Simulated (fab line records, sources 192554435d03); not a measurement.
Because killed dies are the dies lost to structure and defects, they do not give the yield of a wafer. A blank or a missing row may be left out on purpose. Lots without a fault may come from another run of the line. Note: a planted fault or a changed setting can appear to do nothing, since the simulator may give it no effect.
The tool behind it: which one? + flow n5Finfet + 30 wafers from 10 lots sampled at 5 of the route's 1938 steps

## WHAT THE GAUGES READ, wafer by wafer
N5_BEOL_M4_RC_MEAS_101. Usual: DIBL_N 35.8 mV/V, standard deviation 1.8; DIBL_P 35.9 mV/V, standard deviation 2.2; IOFF_N 0.16 nA/um, standard deviation 0.035; IOFF_P 0.21 nA/um, standard deviation 0.04; ION_N 672 uA/um, standard deviation 11; ION_P 461 uA/um, standard deviation 7.4; SS_N 71.4 mV/dec, standard deviation 0.64; SS_P 73.2 mV/dec, standard deviation 0.67; VT_N 250 mV, standard deviation 3.5; VT_P -251 mV, standard deviation 3.4.
| lot  | measured     | on        | DIBL_N (mV/V)  | DIBL_P (mV/V)  | IOFF_N (nA/um) | IOFF_P (nA/um) | ION_N (uA/um) | ION_P (uA/um) | SS_N (mV/dec)  | SS_P (mV/dec)  | VT_N (mV)   | VT_P (mV)      | flag |
|------|--------------|-----------|----------------|----------------|----------------|----------------|---------------|---------------|----------------|----------------|-------------|----------------|------|
| L474 | day 7 19:40  | prober-02 | 35.0 35.8 35.0 | 34.4 36.3 35.2 | 0.15 0.17 0.15 | 0.16 0.19 0.17 | 664 691 671   | 450 467 459   | 71.5 72.1 72.0 | 73.0 73.8 72.7 | 250 248 248 | -254 -252 -252 |      |
| L479 | day 9 08:31  | prober-01 | 35.9 35.0 36.8 | 37.2 35.8 37.1 | 0.16 0.14 0.17 | 0.21 0.20 0.21 | 671 669 675   | 464 459 464   | 72.0 71.6 71.9 | 73.4 72.8 73.3 | 250 252 250 | -250 -254 -249 |      |
| L480 | day 10 00:50 | prober-01 | 38.6 36.7 35.0 | 40.7 37.9 36.7 | 0.21 0.17 0.13 | 0.24 0.19 0.17 | 691 683 665   | 467 459 451   | 72.3 72.1 71.1 | 73.7 72.5 72.8 | 247 249 254 | -250 -251 -255 |      |
| L482 | day 9 22:04  | prober-02 | 36.3 38.0 36.0 | 36.0 39.9 36.2 | 0.15 0.19 0.15 | 0.18 0.26 0.19 | 663 677 667   | 455 462 458   | 71.7 71.8 71.1 | 73.6 74.1 73.6 | 251 249 249 | -253 -249 -251 |      |
| L487 | day 11 16:23 | prober-02 | 35.2 37.3 37.5 | 34.5 37.3 38.5 | 0.14 0.16 0.18 | 0.18 0.22 0.25 | 667 684 682   | 459 467 465   | 70.5 71.4 71.2 | 72.1 72.6 73.1 | 252 250 246 | -250 -250 -249 |      |
| L490 | day 12 01:48 | prober-02 | 31.7 34.5 33.8 | 31.2 35.6 34.5 | 0.09 0.13 0.12 | 0.13 0.19 0.18 | 654 667 667   | 456 461 469   | 70.2 70.7 70.6 | 71.9 73.1 72.2 | 258 251 251 | -256 -251 -251 |      |
| L491 | day 12 09:31 | prober-01 | 37.6 36.7 35.9 | 37.8 36.8 36.1 | 0.17 0.15 0.14 | 0.19 0.17 0.17 | 671 668 660   | 444 446 448   | 72.1 72.0 71.8 | 73.8 73.5 73.5 | 251 252 253 | -257 -256 -256 |      |
| L495 | day 12 23:56 | prober-01 | 37.1 36.5 33.7 | 37.8 36.8 32.5 | 0.17 0.15 0.11 | 0.21 0.20 0.15 | 679 674 660   | 458 468 454   | 72.1 71.4 70.9 | 74.1 73.9 72.8 | 246 251 255 | -251 -255 -255 |      |
| L496 | day 13 21:09 | prober-02 | 35.9 35.5 35.3 | 34.6 34.3 33.3 | 0.14 0.14 0.12 | 0.20 0.20 0.19 | 676 683 669   | 467 466 464   | 70.8 71.0 70.5 | 73.0 72.3 72.7 | 249 249 254 | -252 -251 -252 |      |
| L497 | day 13 23:44 | prober-02 | 34.4 35.2 32.4 | 33.0 34.1 30.8 | 0.11 0.12 0.09 | 0.17 0.18 0.14 | 659 658 653   | 459 459 453   | 70.6 71.7 70.3 | 72.5 72.9 71.6 | 255 255 257 | -251 -253 -255 |      |

## TOOL THAT RAN EACH LOT (tool first, then ch and the chambers of the sampled wafers, then the start)
| lot  | N5_MOL_CONTACT_COAG_CO_FILL_22  | N5_MOL_CONTACT_COAG_PRE_CLEAN_142 | N5_MOL_CONTACT_COAG_CMP_28    | N5_MOL_CONTACT_COAG_COAT_75      |
|------|---------------------------------|-----------------------------------|-------------------------------|----------------------------------|
| L474 | cvdCo-01 ch 0,2, day 4 22:14    | pvdSputter-03, day 4 23:52        | cmp-01 ch 0,1,3, day 5 02:34  | lithoTrack-02 ch 0, day 5 04:02  |
| L479 | cvdCo-02 ch 0,2, day 6 06:10    | pvdSputter-01, day 6 09:52        | cmp-01 ch 1,2, day 6 13:41    | lithoTrack-02 ch 0, day 6 14:32  |
| L480 | cvdCo-02 ch 0,1, day 6 18:26    | pvdSputter-02, day 6 22:09        | cmp-01 ch 0,1,3, day 7 00:48  | lithoTrack-03 ch 0, day 7 01:42  |
| L482 | cvdCo-01 ch 0,1,2, day 7 00:08  | pvdSputter-01, day 7 02:24        | cmp-03 ch 0,3, day 7 05:28    | lithoTrack-03 ch 0, day 7 06:42  |
| L487 | cvdCo-01 ch 0,2, day 8 11:20    | pvdSputter-02, day 8 13:58        | cmp-01 ch 1,2,3, day 8 18:38  | lithoTrack-02 ch 0, day 8 19:37  |
| L490 | cvdCo-01 ch 0,1, day 9 01:04    | pvdSputter-03, day 9 04:31        | cmp-01 ch 0,3, day 9 07:10    | lithoTrack-05 ch 0, day 9 08:04  |
| L491 | cvdCo-02 ch 0,2, day 9 05:37    | pvdSputter-03, day 9 07:50        | cmp-03 ch 0,1,2, day 9 10:35  | lithoTrack-05 ch 0, day 9 11:26  |
| L495 | cvdCo-01 ch 0,1,2, day 10 01:49 | pvdSputter-03, day 10 04:17       | cmp-01 ch 0,2,3, day 10 06:55 | lithoTrack-02 ch 0, day 10 07:50 |
| L496 | cvdCo-02 ch 1,2, day 10 09:39   | pvdSputter-01, day 10 12:42       | cmp-01 ch 0,3, day 10 15:23   | lithoTrack-02 ch 0, day 10 16:17 |
| L497 | cvdCo-02 ch 0,1, day 10 13:29   | pvdSputter-03, day 10 15:39       | cmp-03 ch 0,1,3, day 10 18:17 | lithoTrack-03 ch 0, day 10 19:11 |
- N5_MOL_CONTACT_COAG_CO_FILL_22: material Co, precursor CCTBA/H2, target thk 20 nm.
- N5_MOL_CONTACT_COAG_PRE_CLEAN_142: time 60 s.
- N5_MOL_CONTACT_COAG_CMP_28: polishes, stops on SiNx, t overpolish 0.85 s, target thk 14.522 nm.
- N5_MOL_CONTACT_COAG_COAT_75: time 60 s, resist thk 60 nm.

## AS READ BY THE TOOLS THEMSELVES (means over the sampled wafers that have a number; for cases with no such wafer, the mark the record gives instead)
N5_MOL_CONTACT_COAG_CO_FILL_22. Usual: heaterPowerW reads 233 W (standard deviation 18).
| lot  | tool     | heaterPowerW (W) | flag |
|------|----------|------------------|------|
| L474 | cvdCo-01 | 215              |      |
| L479 | cvdCo-02 | 247              |      |
| L480 | cvdCo-02 | 226              |      |
| L482 | cvdCo-01 | 229              |      |
| L487 | cvdCo-01 | 218              |      |
| L490 | cvdCo-01 | 230              |      |
| L491 | cvdCo-02 | 243              |      |
| L495 | cvdCo-01 | 229              |      |
| L496 | cvdCo-02 | 239              |      |
| L497 | cvdCo-02 | 230              |      |

N5_MOL_CONTACT_COAG_PRE_CLEAN_142. Usual: heaterPowerW reads 466 W (standard deviation 36).
| lot  | tool          | heaterPowerW (W) | flag |
|------|---------------|------------------|------|
| L474 | pvdSputter-03 | 489              |      |
| L479 | pvdSputter-01 | 469              |      |
| L480 | pvdSputter-02 | 464              |      |
| L482 | pvdSputter-01 | 484              |      |
| L487 | pvdSputter-02 | 440              |      |
| L490 | pvdSputter-03 | 457              |      |
| L491 | pvdSputter-03 | 437              |      |
| L495 | pvdSputter-03 | 493              |      |
| L496 | pvdSputter-01 | 476              |      |
| L497 | pvdSputter-03 | 453              |      |

N5_MOL_CONTACT_COAG_CMP_28. Usual: motorCurrentA 12.1 A, standard deviation 1.4; timeToEndpointS 3.4 s, standard deviation 2.2.
| lot  | tool   | motorCurrentA (A) | timeToEndpointS (s) | flag |
|------|--------|-------------------|---------------------|------|
| L474 | cmp-01 | 12.0              | 3.1                 |      |
| L479 | cmp-01 | 12.6              | 1.4                 |      |
| L480 | cmp-01 | 11.9              | 5.6                 |      |
| L482 | cmp-03 | 11.2              | 1.1                 |      |
| L487 | cmp-01 | 12.8              | 5.0                 |      |
| L490 | cmp-01 | 11.5              | 2.5                 |      |
| L491 | cmp-03 | 13.1              | 5.5                 |      |
| L495 | cmp-01 | 12.6              | 2.9                 |      |
| L496 | cmp-01 | 11.7              | 5.2                 |      |
| L497 | cmp-03 | 11.4              | 5.2                 |      |

N5_MOL_CONTACT_COAG_COAT_75. Usual: spinSpeedRpm reads 1500.0 rpm (standard deviation 0.89).
| lot  | tool          | spinSpeedRpm (rpm) | flag |
|------|---------------|--------------------|------|
| L474 | lithoTrack-02 | 1499.5             |      |
| L479 | lithoTrack-02 | 1500.0             |      |
| L480 | lithoTrack-03 | 1538.8             | OFF  |
| L482 | lithoTrack-03 | 1537.9             | OFF  |
| L487 | lithoTrack-02 | 1499.7             |      |
| L490 | lithoTrack-05 | 1498.6             |      |
| L491 | lithoTrack-05 | 1499.6             |      |
| L495 | lithoTrack-02 | 1499.9             |      |
| L496 | lithoTrack-02 | 1499.9             |      |
| L497 | lithoTrack-03 | 1500.2             |      |

## THE ANSWER, worked out from the rows above alone
Rule: take the mean of a lot's wafers that have a number; if it is more than 3 standard deviations from the usual mean, the lot is off. Also off: a lot with no number at a reading for which 4 or more lots have one. Where the step has rows for the other lots, those lots are counted as sound. The gauges are gone through in route order, then the tools' own readings, and for those a lot's mean is taken as printed above. The first step at which some lot is off is used, and at that step the reading that is off furthest; a lot without a number counts as furthest.
Off: L480, L482, at N5_MOL_CONTACT_COAG_COAT_75 (spinSpeedRpm).
If a tool, at that step or one of the process steps before it, ran each lot that is off and ran no sound lot following the first of them, it fits. No candidate that was tried fits.

## WHAT THE SIMULATOR HAD PUT IN
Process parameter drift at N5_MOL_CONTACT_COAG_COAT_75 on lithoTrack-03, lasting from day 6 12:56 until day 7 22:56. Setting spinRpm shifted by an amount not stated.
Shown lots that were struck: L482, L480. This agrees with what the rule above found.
